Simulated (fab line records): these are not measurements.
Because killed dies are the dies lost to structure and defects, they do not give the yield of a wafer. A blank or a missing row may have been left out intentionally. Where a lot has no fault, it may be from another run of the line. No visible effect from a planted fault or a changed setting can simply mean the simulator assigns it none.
Which tool is to blame? + flow nand_harc + 13 lots with 39 wafers sampled at 5 steps, on a route of 1159 steps

WHAT THE GAUGES SHOWED, per wafer
NHARC_A_ZERO_WELL_CD_MEAS_10 targets a cd of 2000 nm.
| lot  | measured     | on        | cd_nm (nm)           |
|------|--------------|-----------|----------------------|
| L139 | day 6 23:35  | cd_sem-03 | 2000.1 1997.9 2001.0 |
| L141 | day 7 02:52  | cd_sem-02 | 1999.2 1999.4 2000.2 |
| L145 | day 8 05:04  | cd_sem-02 | 1999.6 1997.6 1996.8 |
| L148 | day 9 05:53  | cd_sem-01 | 1998.3 2002.2 2003.3 |
| L147 | day 9 06:30  | cd_sem-03 | 1998.4 2002.3 1997.4 |
| L150 | day 10 04:53 | cd_sem-03 | 2003.7 1999.1 1999.6 |
| L152 | day 10 07:06 | cd_sem-02 | 2001.9 1997.9 1997.0 |
| L154 | day 10 20:48 | cd_sem-01 | 1995.4 1996.0 1998.4 |
| L157 | day 11 10:24 | cd_sem-01 | 1996.8 2000.6 1999.4 |
| L159 | day 11 11:04 | cd_sem-02 | 2000.2 1994.6 2000.6 |
| L158 | day 11 11:52 | cd_sem-02 | 2004.4 2002.4 1998.5 |
| L160 | day 11 23:17 | cd_sem-03 | 2002.1 1999.4 1999.8 |
| L161 | day 12 02:00 | cd_sem-01 | 1993.9 1997.6 1992.5 |

NHARC_END_SORT_01.
| lot  | measured     | on        | killed_at_array | killed_at_other | killed_at_periphery | killed_dies | killed_open | killed_short |
|------|--------------|-----------|-----------------|-----------------|---------------------|-------------|-------------|--------------|
| L150 | day 23 08:32 | prober-01 | 674 673 670     | 1 0 1           | 2 4 6               | 677 677 677 | 0 5 3       | 1 2 3        |
| L152 | day 24 07:23 | prober-01 | 672 676 675     | 1 0 0           | 4 1 2               | 677 677 677 | 8 2 2       | 1 3 4        |

EACH LOT AND THE TOOL THAT RAN IT (in order: tool; ch and the chambers of the sampled wafers; start)
| lot  | NHARC_A_ZERO_WELL_RTA_16         | NHARC_A_ONON_D1_DEP_25           | NHARC_A_CHANNEL_HOLE_D1_DESCUM_15  |
|------|----------------------------------|----------------------------------|------------------------------------|
| L139 | rtp_anneal-01 ch 0, day 7 00:53  | pecvd_onon-01 ch 0, day 8 10:52  | rie_diel-04 ch 0,1,2, day 8 18:23  |
| L141 | rtp_anneal-01 ch 0, day 7 04:12  | pecvd_onon-03 ch 0, day 8 10:56  | rie_diel-11 ch 0,1,2, day 8 18:33  |
| L145 | rtp_anneal-01 ch 0, day 8 06:20  | pecvd_onon-03 ch 0, day 9 13:13  | rie_diel-05 ch 1,2, day 9 19:59    |
| L148 | rtp_anneal-01 ch 0, day 9 07:15  | pecvd_onon-01 ch 0, day 10 17:20 | rie_diel-11 ch 1,3, day 11 00:05   |
| L147 | rtp_anneal-02 ch 0, day 9 07:46  | pecvd_onon-03 ch 0, day 10 17:13 | rie_diel-04 ch 0,1,2, day 10 22:07 |
| L150 | rtp_anneal-02 ch 0, day 10 06:10 | pecvd_onon-03, day 11 15:37      | -                                  |
| L152 | rtp_anneal-02 ch 0, day 10 08:26 | pecvd_onon-01, day 11 15:41      | -                                  |
| L154 | rtp_anneal-02 ch 0, day 10 22:11 | pecvd_onon-01 ch 0, day 12 05:58 | rie_diel-11 ch 0,2,3, day 12 11:57 |
| L157 | rtp_anneal-02 ch 0, day 11 11:44 | pecvd_onon-03 ch 0, day 12 22:26 | rie_diel-11 ch 1,2, day 13 07:21   |
| L159 | rtp_anneal-01 ch 0, day 11 12:22 | pecvd_onon-04 ch 0, day 12 22:42 | rie_diel-11 ch 0,2,3, day 13 08:43 |
| L158 | rtp_anneal-01 ch 0, day 11 13:11 | pecvd_onon-01 ch 0, day 12 22:34 | rie_diel-05 ch 0,1,2, day 13 07:55 |
| L160 | rtp_anneal-02 ch 0, day 12 00:35 | pecvd_onon-03 ch 0, day 13 08:50 | rie_diel-11 ch 1,2,3, day 13 21:44 |
| L161 | rtp_anneal-02 ch 0, day 12 03:41 | pecvd_onon-01 ch 0, day 13 08:49 | rie_diel-04 ch 0,1,2, day 13 20:55 |
- NHARC_A_ZERO_WELL_RTA_16: time 10 s.
- NHARC_A_ONON_D1_DEP_25: target thk 1000 nm.
- NHARC_A_CHANNEL_HOLE_D1_DESCUM_15: chemistry O2, time 3 s.

WHAT THE TOOLS THEMSELVES READ (means of the sampled wafers that have a number; where no wafer has one, the mark that the record gives instead)
NHARC_A_ZERO_WELL_RTA_16.
| lot  | tool          | lamp_power_pct (%) | wafer_temp_C_max |
|------|---------------|--------------------|------------------|
| L139 | rtp_anneal-01 | 31.9               | 1005.3           |
| L141 | rtp_anneal-01 | 31.9               | 1006.7           |
| L145 | rtp_anneal-01 | 31.9               | 1006.9           |
| L148 | rtp_anneal-01 | 31.9               | 1005.7           |
| L147 | rtp_anneal-02 | 27.0               | 1004.6           |
| L150 | rtp_anneal-02 | 27.0               | 1005.1           |
| L152 | rtp_anneal-02 | 27.0               | 1005.9           |
| L154 | rtp_anneal-02 | 27.0               | 1005.3           |
| L157 | rtp_anneal-02 | 27.0               | 1005.5           |
| L159 | rtp_anneal-01 | 31.9               | 1006.8           |
| L158 | rtp_anneal-01 | 31.9               | 1006.9           |
| L160 | rtp_anneal-02 | 27.0               | 1004.9           |
| L161 | rtp_anneal-02 | 27.0               | 1004.5           |

NHARC_A_ONON_D1_DEP_25.
| lot  | tool          | n2_flow_sccm (sccm) | n2o_flow_sccm (sccm) |
|------|---------------|---------------------|----------------------|
| L139 | pecvd_onon-01 | 2749                | 2003                 |
| L141 | pecvd_onon-03 | 2745                | 2007                 |
| L145 | pecvd_onon-03 | 2751                | 1996                 |
| L148 | pecvd_onon-01 | 2751                | 2002                 |
| L147 | pecvd_onon-03 | 2744                | 1996                 |
| L150 | pecvd_onon-03 | -                   | -                    |
| L152 | pecvd_onon-01 | -                   | -                    |
| L154 | pecvd_onon-01 | 2747                | 2001                 |
| L157 | pecvd_onon-03 | 2750                | 1996                 |
| L159 | pecvd_onon-04 | 2752                | 2001                 |
| L158 | pecvd_onon-01 | 2758                | 1995                 |
| L160 | pecvd_onon-03 | 2760                | 2002                 |
| L161 | pecvd_onon-01 | 2741                | 2001                 |

NHARC_A_CHANNEL_HOLE_D1_DESCUM_15.
| lot  | tool        | drypump_motor_current_A (A) | o2_flow_sccm (sccm) | oes_product_au (a.u.) | rf_vpp_V (V) | showerhead_plenum_p_Torr (Torr) | throttle_valve_pct (%) |
|------|-------------|-----------------------------|---------------------|-----------------------|--------------|---------------------------------|------------------------|
| L139 | rie_diel-04 | 5.9                         | 200.5               | 1.011                 | 57.8         | 1.96                            | 11.312                 |
| L141 | rie_diel-11 | 5.8                         | 199.2               | 1.002                 | 57.1         | 1.86                            | 11.312                 |
| L145 | rie_diel-05 | 5.9                         | 200.5               | 1.008                 | 57.8         | 1.91                            | 11.310                 |
| L148 | rie_diel-11 | 5.6                         | 200.0               | 1.009                 | 57.5         | 1.84                            | 11.303                 |
| L147 | rie_diel-04 | 5.9                         | 199.5               | 1.003                 | 58.3         | 1.96                            | 11.313                 |
| L154 | rie_diel-11 | 5.9                         | 200.1               | 1.000                 | 57.4         | 1.89                            | 11.318                 |
| L157 | rie_diel-11 | 5.8                         | 200.0               | 0.984                 | 57.3         | 1.84                            | 11.302                 |
| L159 | rie_diel-11 | 5.9                         | 200.2               | 0.988                 | 58.4         | 1.89                            | 11.323                 |
| L158 | rie_diel-05 | 6.1                         | 200.4               | 1.003                 | 58.2         | 1.90                            | 11.311                 |
| L160 | rie_diel-11 | 5.9                         | 200.3               | 0.990                 | 57.7         | 1.86                            | 11.316                 |
| L161 | rie_diel-04 | 5.9                         | 199.8               | 1.009                 | 58.1         | 1.95                            | 11.315                 |

THE ANSWER, worked out from the rows above alone
Rule: the usual values come from the lots themselves. Put in order of their means at a reading, lots are off if they are a third of the lots or fewer, leave a main group of 4 or more, and stand apart from it by a gap of 3 or more times the standard deviation of the main group's means; of several such gaps the widest counts. A main group is skipped when, at the precision printed for the reading in the tables above, its means are all equal. Also off: a lot with no number at a reading for which 4 or more lots have one. All remaining lots with rows at the step are treated as sound. First the gauges in route order, then the tools' own readings, where a lot's mean is used as printed above. The first step at which some lot is off is used, and at that step the reading that is off furthest; a lot without a number counts as furthest.
Off: L150, L152, at NHARC_A_ONON_D1_DEP_25 (n2_flow_sccm). Without a number there: L150, L152. Main group: mean 2750 sccm, sd 5.4.
If a tool, at that step or one of the process steps before it, ran each lot that is off and ran no sound lot following the first of them, it fits. Not one of the candidates tried fits.

WHAT WAS PUT IN BY THE SIMULATOR
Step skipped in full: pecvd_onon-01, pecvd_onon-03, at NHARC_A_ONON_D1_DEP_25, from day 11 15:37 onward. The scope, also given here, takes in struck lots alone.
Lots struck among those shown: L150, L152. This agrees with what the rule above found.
